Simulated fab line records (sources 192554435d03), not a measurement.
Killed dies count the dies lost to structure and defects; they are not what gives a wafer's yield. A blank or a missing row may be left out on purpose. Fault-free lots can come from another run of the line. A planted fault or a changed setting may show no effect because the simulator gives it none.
Split-lot trial -- flow n5Finfet -- 21 wafers read across 7 lots, on a route 1938 steps long

ON THE SPLIT
At N5_BEOL_M5_COAT_22 (resist thk 30 nm), the setting spinRpm was moved away from the recipe's 1500 rpm on 8 of the 21 wafers read, by -6.7% to +8.5%. This setting was run at the recipe's value on the other wafers.

The reading comes from the split's own step.

THE READING
CAR-EUV_of_BEOL_M5_COAT_22.thkNm (the simulator's own value, which no gauge read), in nm, at N5_BEOL_M5_COAT_22 (resist thk 30 nm). No usual value for it is given in the file. Average 30.0 nm, standard deviation 0.11 nm, over the 13 wafers here run with the recipe.

wafer,"tool, chamber at the split","spinRpm as run, rpm",against the recipe,"CAR-EUV_of_BEOL_M5_COAT_22.thkNm, nm",against lot-mates on the recipe
L079.3,"lithoTrack-05, 0",1500,recipe,30.2,-
L079.4,"lithoTrack-05, 0",1450,-3.3%,30.6,+0.4
L079.6,"lithoTrack-05, 0",1450,-3.3%,30.6,+0.4
L081.1,"lithoTrack-05, 0",1411,-5.9%,30.8,+0.9
L081.2,"lithoTrack-05, 0",1500,recipe,30,-
L081.4,"lithoTrack-05, 0",1500,recipe,29.8,-
L088.1,"lithoTrack-01, 0",1399,-6.7%,31,+1.0
L088.4,"lithoTrack-01, 0",1399,-6.7%,31,+1.0
L088.3,"lithoTrack-01, 0",1500,recipe,30,-
L091.2,"lithoTrack-05, 0",1500,recipe,30,-
L091.3,"lithoTrack-05, 0",1628,+8.5%,29,-1.1
L091.5,"lithoTrack-05, 0",1500,recipe,30.2,-
L094.3,"lithoTrack-05, 0",1500,recipe,30,-
L094.4,"lithoTrack-05, 0",1500,recipe,30,-
L094.6,"lithoTrack-05, 0",1500,recipe,30,-
L096.3,"lithoTrack-05, 0",1500,recipe,30,-
L096.4,"lithoTrack-05, 0",1500,recipe,30,-
L096.6,"lithoTrack-05, 0",1500,recipe,30,-
L095.2,"lithoTrack-05, 0",1421,-5.3%,30.8,+0.6
L095.3,"lithoTrack-05, 0",1421,-5.3%,30.8,+0.6
L095.6,"lithoTrack-05, 0",1500,recipe,30.2,-

FIT RESULTS
A straight line over all 21 wafers: CAR-EUV_of_BEOL_M5_COAT_22.thkNm changes by -0.136 nm for each +1% of spinRpm; r = -0.98; the points scatter about the line by 0.1 nm.
The same after taking each lot's own level away (the mean of its wafers on the recipe; 21 wafers): -0.134 nm for each +1%; r = -0.99; scatter 0.072 nm.
The reading moves by 1.1 nm for the largest change in spinRpm, on that fit.
The span of the lots' own levels, 29.90 to 30.20 nm, comes to 2.8 times the standard deviation stated above.
The two slopes are in agreement: the lot-to-lot level therefore moves the slope only a little.
Check: with one of the wafers moved furthest among these (+8.5%) left out of the fit, the line predicts -1.18 nm for it against its lot-mates. It came out at -1.1 nm against them.

THE OTHER SPLITS THESE WAFERS WENT THROUGH
Other splits were also applied to these wafers ahead of the reading. Each is held against what the fit with the lots' levels taken away leaves over:
other split on the same wafers,wafers away from the commonest value,r with CAR-EUV_of_BEOL_M5_COAT_22.thkNm (lot level and that fit taken away)
N5_BEOL_M2_DESCUM_33 timeS,4,-0.11
N5_BEOL_M2_TRENCH_ETCH_37 timeS,5,-0.14
N5_BEOL_M3_ETCH_64 biasW,7,-0.35
N5_BEOL_M3_COAT_22 spinRpm,10,+0.40
N5_BEOL_M4_ETCH_64 biasW,9,+0.16
N5_BEOL_M4_COAT_22 spinRpm,5,-0.14

FILE'S OWN FIT
CAR-EUV_of_BEOL_M5_COAT_22.thkNm changes by -0.135 nm for each +1% of spinRpm, r = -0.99.
